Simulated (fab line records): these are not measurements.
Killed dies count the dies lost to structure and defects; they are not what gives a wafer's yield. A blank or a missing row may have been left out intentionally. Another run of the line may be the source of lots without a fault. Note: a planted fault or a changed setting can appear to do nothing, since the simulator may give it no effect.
A lot that was struck, set against a sound lot    flow n5Finfet    37 steps out of a route of 1938
Sound: wafers L767.2, L767.3, L767.4. The struck wafers were L772.2, L772.4, L772.5. The cause is named last.
Each step with rows lists, per side, the tool, then ch with its chambers, then its first start. Under that, the readings that differ: sound wafers    struck wafers    difference of the means    sigmas: that difference in standard deviations of wafers without a fault.
alike: words and numbers the same on both sides, and readings whose means are apart by under 2 such deviations; not compared: readings that were withheld, readings missing a value for some wafer, numbers with overlapping values and no deviation given by the record, and bounds like >300 which may hide the same value.
Wherever a step has rows on one side only, a row that says differs or no value, or a row with sigmas, the two part there. Numbers that don't overlap but have no deviation are shown without sigmas and don't part them. A reading that every wafer of one side lacks parts them only if that side has two wafers or more.

first, 9 steps without rows for these wafers: N5_BEOL_M2_ILD_DEP_00 (deposits SiOC from DEMS/O2, target thk 79 nm, time 15.3 s); N5_BEOL_M2_PECVD_72 (deposits SiO2 from TEOS/O2, target thk 16 nm, time 18 s); N5_BEOL_M2_HM_DEP_02 (deposits TiN, target thk 20 nm); N5_BEOL_M2_COAT_61 (time 60 s, resist thk 60 nm); N5_BEOL_M2_COAT_62 (time 60 s, resist thk 12 nm); N5_BEOL_M2_COAT_73 (time 60 s, resist thk 5 nm); N5_BEOL_M2_COAT_05 (resist thk 30 nm); N5_BEOL_M2_EBR_07; N5_BEOL_M2_SOFTBAKE_06 (time 60 s).
N5_BEOL_M2_EXPOSE_08: exposes mask M2.
  sound on euvScanner-01 ch 0, day 7 00:25; struck on euvScanner-01 ch 0, day 8 14:07
reading            sound              struck             difference  sigmas
exposureDoseMJCm2  41.08 41.12 41.07  44.96 44.94 44.96  +3.86       +72
  alike: mask
then, 2 steps without rows for these wafers: N5_BEOL_M2_PEB_09 (peb time 60 s); N5_BEOL_M2_DEVELOP_10 (develop time 30 s).
N5_BEOL_M2_CD_MEAS_11: target cd 16.79 nm.
  sound on cdSem-02 ch 0, day 7 00:33; struck on cdSem-03 ch 0, day 8 14:15
reading    sound              struck             difference  sigmas
cdNm (nm)  16.71 16.74 17.01  18.20 18.41 18.59  +1.58       +6
then, 1 step without rows for these wafers: N5_BEOL_M2_DESCUM_16 (chemistry O2, time 7 s).
N5_BEOL_M2_ETCH_74: etches underlayer in N2/H2, target depth 6.5 nm, time 5.2 s.
  sound on rieDiel-05 ch 0,2,3, day 7 00:42; struck on rieDiel-05 ch 0,1,3, day 8 14:24
reading                        sound     struck       difference  sigmas
model.BEOL_M2.cdOffsetNm (nm)  0 -0.2 0  1.4 1.4 1.4  +1.5        
  alike: drypumpMotorCurrentA, etchRfOnTimeS, oesProductAu, rfVppV, showerheadPlenumPTorr, throttleValvePct
  not compared: rfHoursCounterH
then, 5 steps without rows for these wafers: N5_BEOL_M2_ETCH_63 (etches SiARC in CF4, target depth 15.6 nm, time 26 s); N5_BEOL_M2_ETCH_64 (etches SOC in N2/H2, target depth 75 nm, overetch 22.5 nm, time 121.9 s); N5_BEOL_M2_STRIP_65 (strips in N2/H2); N5_BEOL_M2_STRIP_75 (strips in N2/H2); N5_BEOL_M2_STRIP_66 (strips in CF4).
N5_BEOL_M2_HM_OPEN_17: chemistry Cl2/BCl3, target TiN, target depth 20 nm, overetch 6 nm.
  sound on rieMetal-01 ch 0,1, day 7 00:55; struck on rieMetal-01 ch 0,1, day 8 14:37
reading                        sound       struck       difference  sigmas
model.BEOL_M2.cdOffsetNm (nm)  -0.4 0 0.2  1.4 1.4 1.8  +1.6        
  alike: drypumpMotorCurrentA, mfcArSccm, oesProductAu, throttleValvePct
  not compared: rfHoursCounterH
then, 1 step without rows for these wafers: N5_BEOL_M2_STRIP_19 (strips in O2).
N5_BEOL_M2_CD_MEAS_18: pitch 36 nm, target cd 18 nm.
  sound on cdSem-03 at day 7 01:06; struck on cdSem-01 at day 8 14:53
reading    sound              struck             difference  sigmas
cdNm (nm)  17.64 18.00 18.30  19.34 19.50 19.90  +1.60       +5
then, 11 steps without rows for these wafers: N5_BEOL_M2_COAT_67 (time 60 s, resist thk 60 nm); N5_BEOL_M2_COAT_68 (time 60 s, resist thk 12 nm); N5_BEOL_M2_COAT_76 (time 60 s, resist thk 5 nm); N5_BEOL_M2_COAT_22 (resist thk 30 nm); N5_BEOL_M2_EBR_24; N5_BEOL_M2_SOFTBAKE_23 (time 60 s); N5_BEOL_M2_EXPOSE_25 (exposes mask V1, defocus 5 nm); N5_BEOL_M2_PEB_26 (peb time 60 s); N5_BEOL_M2_DEVELOP_27 (develop time 30 s); N5_BEOL_M2_DESCUM_33 (chemistry O2, time 7 s); N5_BEOL_M2_ETCH_77 (etches underlayer in N2/H2, target depth 6.5 nm, time 5.2 s).
N5_BEOL_M2_CD_MEAS_35: target cd 18 nm, target cd y 22.2 nm.
  sound on cdSem-02 at day 7 08:30; struck on cdSem-02 at day 8 23:37
reading    sound              struck             difference  sigmas
cdNm (nm)  18.07 17.41 18.27  19.15 19.38 20.00  +1.59       +5
N5_BEOL_M4_RC_MEAS_101:
  the record has rows for the sound wafers here (prober-02 ch 0, day 8 20:32) and none for the struck ones
-- record jumps: 7 days separate the struck wafers' starts on either side; left off in module BEOL_M4, taken up again in module PASSIVATION, whose first shown step is the route's number 1936 --
N5_PASSIVATION_PROBE_49:
  rows exist in the record for the struck wafers here (prober-02, day 15 19:58), but not for the sound ones

WHERE THEY PART
Last at N5_PASSIVATION_PROBE_49 as far as this record goes, first at N5_BEOL_M2_EXPOSE_08.

WHY: the cause the simulator had injected
Drift in process parameters on euvScanner-01 at N5_BEOL_M2_EXPOSE_08, starting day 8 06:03. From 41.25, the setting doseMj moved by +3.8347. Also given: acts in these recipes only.
